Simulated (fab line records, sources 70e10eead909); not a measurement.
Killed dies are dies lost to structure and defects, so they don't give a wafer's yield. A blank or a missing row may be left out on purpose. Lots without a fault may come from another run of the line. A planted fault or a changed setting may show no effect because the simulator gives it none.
fab line records | flow nand_harc
record lots=12 wafers=36 last_day=32
route steps=1302 shown A_CHANNEL_HOLE_D1@469 A_CHANNEL_FILL_D1@495 END@1302
lots that met no fault: from a run of the same line without faults
start_h: hours from the record's first day to the start of the lot's first wafer shown | wait_h: hours since the lot's step before | " the same as in the row above | L1.1+2: a row that stands for several wafers | - no value, or no start given | * or withheld: withheld | < > ~ a bound
route shown NAME@n: a module of which the file shows steps, and the number in the route of the first | usual: mean/standard deviation of fault-free wafers | same: alike in all rows | chamber/n: place in a boat | sites: the reading at each site | _std_site: their standard deviation | _edge_site: outer sites' mean less inner sites' | radius_mm: how far each site lies from the wafer's centre | mask NAME#n: copy n | behind: the tool/chamber that last shaped the wafer | hold: why the lot was held/for how many hours/how that ended | device: the transistor (n, p or np) that didn't switch | end of line: the same wafers' tests at the end of the route | a step without rows: its recipe alone | killed: dies lost to structure and defects at the first sort, not the wafer's yield | map: a wafer's dies, x killed, . not, _ none there
set.NAME: the setting as run; set.NAME@STEP: as run at that earlier step | model.NAME: the simulator's own value behind a step, which no gauge read
steps of the route over a sample of lots; a table a step, a row a wafer
services: from which hour (start_h, from the record's first day; less than 0 if before it) a tool's chamber was out of use, for how many hours, and why
## steps
# step NHARC_A_CHANNEL_HOLE_D1_ETCH_16
# recipe target_depth_a=31000 over_etch_frac=0.3 time_s=806 ion_energy_ev=150 o2_flow_sccm=400 cos_flow_sccm=20 ar_flow_sccm=0 rf_w=500 bias_w=300 chemistry=O2/COS
# usual drypump_motor_current_A=5.6/0.37 mfc_ar_sccm=0.012/0.01 oes_product_au=0.999/0.0096 rf_vpp_V=313.9/2.3 showerhead_plenum_p_Torr=3.10/0.14 throttle_valve_pct=28.328/0.009
# columns lot.wafer tool chamber start_h wait_h drypump_motor_current_A mfc_ar_sccm oes_product_au rf_hours_counter_h rf_vpp_V showerhead_plenum_p_Torr throttle_valve_pct
L367.4 rie_diel-08 2 - - 5.4 0.001 0.997 53 314.5 3.13 28.317
L367.6 " 1 " " 5.7 0 0.995 - 316.4 3.21 28.336
L367.5 " 2 " " 5.4 0.001 1.003 - 313.7 3.13 28.327
L368.4 rie_diel-09 1 - - 5.2 0.030 1.009 6 311.4 2.96 28.320
L368.1 " 2 " " 5.7 0.016 1.004 5 316.7 3.29 28.329
L368.3 " 0 " " 6.3 0 0.984 6 315.9 3.15 28.321
L371.4 rie_diel-09 0 - - 6.3 0 0.987 8 313.6 3.15 28.343
L371.3 " 1 " " 5.2 0.030 1.011 8 311.4 2.96 28.323
L371.6 " 0 " " 6.3 0 0.992 - 313.6 3.15 28.316
L372.1 rie_diel-09 3 - - 5.5 0.015 1.007 8 310.9 2.91 28.329
L372.6 " 2 " " 5.7 0.016 1.001 - 316.5 3.29 28.330
L372.5 " 3 " " 5.5 0.015 1.002 - 312.2 2.91 28.327
L373.2 rie_diel-09 3 - - 5.5 0.015 1.010 11 310.8 2.91 28.328
L373.1 " 0 " " 6.3 0 0.990 11 313.9 3.15 28.328
L373.5 " 3 " " 5.5 0.015 1.009 - 309.7 2.91 28.325
L374.3 rie_diel-09 2 - - 5.7 0.016 1.002 11 317.7 3.29 28.315
L374.1 " 1 " " 5.2 0.030 0.999 12 310.1 2.96 28.345
L374.6 " 2 " " 5.7 0.016 0.998 - 315.0 3.29 28.333
L375.1 rie_diel-09 1 - - 5.2 0.030 0.994 13 312.4 2.96 28.340
L375.3 " 3 " " 5.5 0.015 0.996 13 309.3 2.91 28.323
L375.4 " 0 " " 6.3 0 0.983 12 314.2 3.15 28.332
L385.4 rie_diel-09 0 - - 6.3 0 1.008 3 314.2 3.14 28.333
L385.5 " 0 " " 6.3 0 0.993 - 314.6 3.14 28.335
L385.6 " 1 " " 5.2 0.030 0.989 - 311.8 2.96 28.335
L384.1 rie_diel-07 0 - - 6.1 0.005 0.990 16 316.8 3.31 28.327
L384.3 " 2 " " 5.2 0.012 0.996 20 315.0 3.24 28.320
L384.6 " 3 " " 5.3 0.016 0.987 - 314.1 3.08 28.331
L386.1 rie_diel-09 1 - - 5.3 0.030 0.992 4 311.7 2.95 28.331
L386.4 " 3 " " 5.5 0.015 0.996 4 310.4 2.90 28.322
L386.2 " 0 " " 6.3 0 0.991 4 315.0 3.14 28.327
L387.3 rie_diel-07 1 - - 5.0 0.021 1.008 24 314.1 3.20 28.313
L387.4 " 3 " " 5.3 0.016 0.985 25 313.4 3.08 28.330
L387.1 " 0 " " 6.2 0.005 0.985 23 316.2 3.30 28.336
L388.3 rie_diel-09 2 - - 5.7 0.016 1.010 6 318.0 3.29 28.337
L388.1 " 3 " " 5.5 0.015 0.998 5 309.4 2.90 28.319
L388.5 " 2 " " 5.8 0.016 1.018 - 316.7 3.29 28.321
# step NHARC_A_CHANNEL_HOLE_D1_ETCH_21
# recipe bias_v=3000 source_w=withheld pressure_mtorr=20 time_s=514.3 ar_flow_sccm=375 c4f8_flow_sccm=89.3 o2_flow_sccm=35.7 temp_c=-20 target_depth_a=16000 chemistry=C4F8/O2/Ar
# usual drypump_motor_current_A=6.2/0.35 mfc_ar_sccm=374.9/1.1 showerhead_plenum_p_Torr=3.67/0.11 throttle_valve_pct=32.154/0.0088
# columns lot.wafer tool chamber start_h wait_h drypump_motor_current_A mfc_ar_sccm rf_hours_counter_h showerhead_plenum_p_Torr throttle_valve_pct
L367.4 har_etch-01 1 188.63 0.3 6.0 375.6 - 3.73 32.145
L367.5 " 1 " " 6.0 373.9 - 3.73 32.146
L367.6 " 0 " " 6.2 373.6 - 3.73 32.162
L368.1 har_etch-01 1 208.08 0.3 6.0 373.8 104 3.73 32.148
L368.3 " 0 " " 6.2 375.3 - 3.73 32.141
L368.4 " 1 " " 6.0 374.1 - 3.73 32.163
L371.3 har_etch-02 0 235.09 0.6 5.8 373.3 - 3.50 32.164
L371.4 " 0 " " 5.8 375.7 - 3.50 32.149
L371.6 " 0 " " 5.8 374.6 - 3.50 32.149
L372.1 har_etch-01 1 236.27 0.3 6.0 374.7 115 3.72 32.167
L372.6 " 0 " " 6.2 374.7 - 3.72 32.156
L372.5 " 1 " " 6.0 375.5 - 3.72 32.145
L373.1 har_etch-02 0 258.18 0.3 5.9 373.6 345 3.49 32.163
L373.2 " 1 " " 6.8 375.5 329 3.75 32.151
L373.5 " 1 " " 6.8 375.4 - 3.75 32.168
L374.1 har_etch-01 0 261.42 0.3 6.2 373.5 130 3.71 32.139
L374.3 " 1 " " 6.0 374.8 - 3.71 32.166
L374.6 " 1 " " 6.0 373.5 - 3.71 32.168
L375.1 har_etch-02 1 275.76 0.3 6.9 374.8 345 3.74 32.145
L375.4 " 0 " " 5.8 375.9 - 3.48 32.167
L375.3 " 1 " " 6.9 374.8 - 3.74 32.157
L385.4 har_etch-02 0 364.01 0.3 5.8 374.6 - 3.46 32.140
L385.6 " 0 " " 5.8 375.1 - 3.46 32.150
L385.5 " 1 " " 6.8 374.6 - 3.71 32.144
L384.1 har_etch-01 1 365.47 0.3 6.0 375.6 195 3.68 32.156
L384.3 " 1 " " 6.0 375.9 - 3.68 32.150
L384.6 " 0 " " 6.2 375.7 - 3.68 32.151
L386.2 har_etch-02 0 394.42 0.3 5.8 374.2 0 3.93 32.158
L386.1 " 1 " " 6.8 376.6 0 3.71 32.153
L386.4 " 1 " " 6.8 374.3 - 3.71 32.149
L387.1 har_etch-01 0 395.59 0.3 6.2 374.6 214 3.67 32.140
L387.3 " 0 " " 6.2 374.4 - 3.67 32.157
L387.4 " 1 " " 6.0 374.9 - 3.67 32.163
L388.1 har_etch-01 0 407.09 0.3 6.2 376.3 222 3.66 32.147
L388.3 " 0 " " 6.2 375.2 - 3.66 32.163
L388.5 " 1 " " 6.0 375.9 - 3.66 32.150
# step NHARC_A_CHANNEL_FILL_D1_ALD_15
# recipe target_thk_a=20 pulse_time_s=60 ald_cycles=19 temp_c=630 pressure_torr=2 material=SiNx
# usual ald_cycles=19/0 precursor_pulse_height_rel=1.000/0.019
# columns lot.wafer tool chamber start_h wait_h ald_cycles precursor_pulse_height_rel
L367.4 ald_sin_batch-02 0 207.19 - 19 0.985
L367.5 " 0 " " 19 1.020
L367.6 " 0 " " 19 1.005
L368.1 ald_sin_batch-03 0 223.18 - 19 0.987
L368.3 " 0 " " 19 1.037
L368.4 " 0 " " 19 0.999
L371.3 ald_sin_batch-01 0 251.82 - 19 0.986
L371.4 " 0 " " 19 0.985
L371.6 " 0 " " 19 0.984
L372.1 ald_sin_batch-01 0 251.82 - 19 1.006
L372.5 " 0 " " 19 1.007
L372.6 " 0 " " 19 1.031
L373.1 ald_sin_batch-01 0 273.80 - 22 1.019
L373.2 " 0 " " 22 0.998
L373.5 " 0 " " 22 1.010
L374.1 ald_sin_batch-01 0 277.24 - 22 1.038
L374.3 " 0 " " 22 0.993
L374.6 " 0 " " 22 0.985
L375.1 ald_sin_batch-01 0 291.21 - 22 0.999
L375.3 " 0 " " 22 0.980
L375.4 " 0 " " 22 1.007
L384.1 ald_sin_batch-01 0 379.47 - 19 0.998
L384.3 " 0 " " 19 1.036
L384.6 " 0 " " 19 1.013
L385.4 ald_sin_batch-01 0 379.47 - 19 0.985
L385.5 " 0 " " 19 1.021
L385.6 " 0 " " 19 1.016
L386.1 ald_sin_batch-01 0 410.72 - 19 0.987
L386.2 " 0 " " 19 0.999
L386.4 " 0 " " 19 0.997
L387.1 ald_sin_batch-01 0 410.72 - 19 1.022
L387.3 " 0 " " 19 1.002
L387.4 " 0 " " 19 0.985
L388.1 ald_sin_batch-01 0 422.63 - 19 1.013
L388.3 " 0 " " 19 0.975
L388.5 " 0 " " 19 0.998
# step NHARC_A_CHANNEL_FILL_D1_ALD_25
# recipe target_thk_a=600 pulse_time_s=10 ald_cycles=600 temp_c=300 material=SiOx
# usual ald_cycles=600/0 heater_power_w=462/32 precursor_pulse_height_rel=1.001/0.019
# columns lot.wafer tool chamber start_h wait_h ald_cycles heater_power_w precursor_pulse_height_rel
L367.4 ald_hk-01 0 238.09 1.9 600 434 0.985
L367.5 " 1 " " 600 527 1.007
L367.6 " 2 " " 600 543 1.005
L368.4 ald_hk-03 1 249.12 0.0 600 452 0.988
L368.1 " 2 " " 600 447 1.020
L368.3 " 3 " " 600 445 1.001
L372.1 ald_hk-02 0 278.83 1.3 600 472 1.005
L372.6 " 2 280.04 2.5 600 440 1.006
L372.5 " 3 " " 600 479 0.999
L371.3 ald_hk-01 2 278.84 1.3 600 529 0.996
L371.4 " 3 " " 600 477 1.014
L371.6 " 1 280.67 3.1 600 523 0.996
L373.2 ald_hk-02 1 300.93 1.3 600 451 0.998
L373.1 " 2 " " 600 430 0.967
L373.5 " 3 " " 600 485 0.976
L374.3 ald_hk-03 1 302.96 0.0 600 452 1.023
L374.1 " 0 304.79 1.9 600 403 0.983
L374.6 " 1 " " 600 467 0.993
L375.3 ald_hk-01 3 317.54 0.1 600 463 0.998
L375.1 " 0 " " 600 437 1.013
L375.4 " 1 " " 600 523 0.966
L384.3 ald_hk-01 2 406.52 0.1 600 496 1.025
L384.1 " 0 407.77 1.3 600 441 1.013
L384.6 " 2 409.02 2.6 600 493 0.981
L385.4 ald_hk-03 1 408.71 2.2 600 466 1.003
L385.6 " 2 " " 600 459 1.011
L385.5 " 3 " " 600 443 1.019
L387.4 ald_hk-03 1 436.65 0.0 600 476 1.008
L387.1 " 2 " " 600 485 1.017
L387.3 " 0 438.48 1.9 600 419 1.042
L386.4 ald_hk-01 0 437.27 0.7 600 444 1.009
L386.2 " 1 " " 600 523 1.024
L386.1 " 2 " " 600 499 0.985
L388.3 ald_hk-03 0 449.88 1.3 600 414 1.007
L388.1 " 1 " " 600 483 1.022
L388.5 " 2 " " 600 485 1.005
# step NHARC_END_SORT_01
# recipe temp_c=25
# usual killed_at_array=58/20 killed_at_other=1.0/1.2 killed_at_periphery=4.1/3 killed_dies=63/20 killed_open=3.2/1.7 killed_short=2.5/1.5
# same gross_dies=677
# columns lot.wafer tool chamber start_h wait_h killed_at_array killed_at_other killed_at_periphery killed_dies killed_open killed_short
L373.1 prober-02 0 621.56 2.5 59 0 1 60 3 1
L373.2 prober-02 0 622.36 2.8 57 0 0 57 0 2
L373.5 prober-02 0 624.73 3.7 67 0 2 69 4 1
L375.1 prober-02 0 647.84 2.5 58 0 4 62 4 2
L375.3 prober-02 0 649.44 3.1 45 0 3 48 2 0
L375.4 prober-02 0 650.25 3.4 59 0 2 61 3 1
# killed by level:class
L373.1 A_CHANNEL_HOLE_D1:chamber_film_flake=26 A_CHANNEL_HOLE_D2:chamber_film_flake=13 A_CHANNEL_FILL_D1:chamber_film_flake=3 A_CONTACT:chamber_film_flake=3 A_M0:chamber_film_flake=3 A_SGD_CUT:geometric_particle:open=2 A_SGD_CUT:chamber_film_flake=2 A_SLIT:chamber_film_flake=2
L373.2 A_CHANNEL_HOLE_D1:chamber_film_flake=22 A_CHANNEL_HOLE_D2:chamber_film_flake=18 A_WL_FILL:chamber_film_flake=5 A_CONTACT:chamber_film_flake=3 A_CHANNEL_FILL_D1:chamber_film_flake=2 A_STAIRCASE:chamber_film_flake=2 A_M0:chamber_film_flake=2 A_DECK1_JOINT:geometric_particle:short=1
L373.5 A_CHANNEL_HOLE_D1:chamber_film_flake=29 A_CHANNEL_HOLE_D2:chamber_film_flake=16 A_STAIRCASE:chamber_film_flake=4 A_CHANNEL_FILL_D1:chamber_film_flake=3 A_WL_FILL:chamber_film_flake=3 A_M0:chamber_film_flake=3 P_GATE:geometric_particle:open=1 A_ONON_D1:geometric_particle:open=1
L375.1 A_CHANNEL_HOLE_D1:chamber_film_flake=24 A_CHANNEL_HOLE_D2:chamber_film_flake=20 A_STAIRCASE:chamber_film_flake=4 P_GATE:chamber_film_flake=3 A_WL_FILL:geometric_particle:open=2 A_CHANNEL_FILL_D2:chamber_film_flake=2 A_CONTACT:chamber_film_flake=2 P_CONTACT:geometric_particle:open=1
L375.3 A_CHANNEL_HOLE_D1:chamber_film_flake=24 A_CHANNEL_HOLE_D2:chamber_film_flake=12 A_CONTACT:chamber_film_flake=3 P_ZERO_WELL:chamber_film_flake=2 A_CHANNEL_FILL_D2:chamber_film_flake=2 A_CHANNEL_FILL_D1:geometric_particle:open=1 A_ONON_D2:geometric_particle:open=1 P_GATE:chamber_film_flake=1
L375.4 A_CHANNEL_HOLE_D1:chamber_film_flake=32 A_CHANNEL_HOLE_D2:chamber_film_flake=17 A_SGD_CUT:chamber_film_flake=2 A_SLIT:chamber_film_flake=2 A_CONTACT:chamber_film_flake=2 P_GATE:geometric_particle:open=1 A_WL_FILL:geometric_particle:open=1 A_M0:geometric_particle:open=1
## services
# columns tool chamber start_h hours kind
ald_hk-03 - 166.69 0.7 repair
ald_hk-02 - 172.48 10.0 pm
rie_diel-07 2 184.42 8.1 repair
rie_diel-08 - 194.10 9.0 pm
rie_diel-09 2 218.79 4.5 repair
rie_diel-09 0 239.80 1.7 repair
rie_diel-08 1 263.87 1.9 repair
ald_sin_batch-02 - 266.00 26.0 pm
rie_diel-07 - 294.28 9.0 pm
ald_hk-01 - 296.69 10.0 pm
rie_diel-09 - 320.10 9.0 pm
rie_diel-08 0 334.03 2.0 repair
ald_hk-02 - 350.48 10.0 pm
rie_diel-08 2 353.29 3.9 repair
ald_sin_batch-01 - 358.67 3.2 repair
rie_diel-08 - 371.10 9.0 pm
har_etch-02 - 377.00 17.0 pm
ald_hk-03 - 392.17 10.0 pm
rie_diel-08 2 393.50 11.2 repair
rie_diel-08 0 393.82 3.0 repair
rie_diel-08 1 416.73 3.3 repair
rie_diel-09 0 427.66 5.7 repair
rie_diel-09 1 431.50 4.7 repair
rie_diel-07 1 442.29 7.0 repair
## key
first_sign step=NHARC_A_CHANNEL_FILL_D1_ALD_15 reading=ald_cycles direction=up sigmas=99+ usual=19 struck=22
effect none on later readings
met_at NHARC_A_CHANNEL_FILL_D1_ALD_15
struck_lots L373,L374,L375
tester_left_out L373,L374,L375
not_acting_at NHARC_A_CHANNEL_HOLE_D1_ETCH_16,NHARC_A_CHANNEL_HOLE_D1_ETCH_21,NHARC_A_CHANNEL_FILL_D1_ALD_25
fault kind=process_parameter_drift tool=ald_sin_batch-01 chamber=- onset_h=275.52 steps=NHARC_A_CHANNEL_FILL_D1_ALD_15 channel=ald_cycles offset=3 shape=step end_h=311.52 acts_in=these_recipes_only stated=19
# tester_left_out: of these lots the tester's yield and bins aren't shown, on N5 and GAA mostly nor the transistor test; their killed dies are dies lost to structure and defects alone, not to doping, threshold or leakage, so they don't give the yield
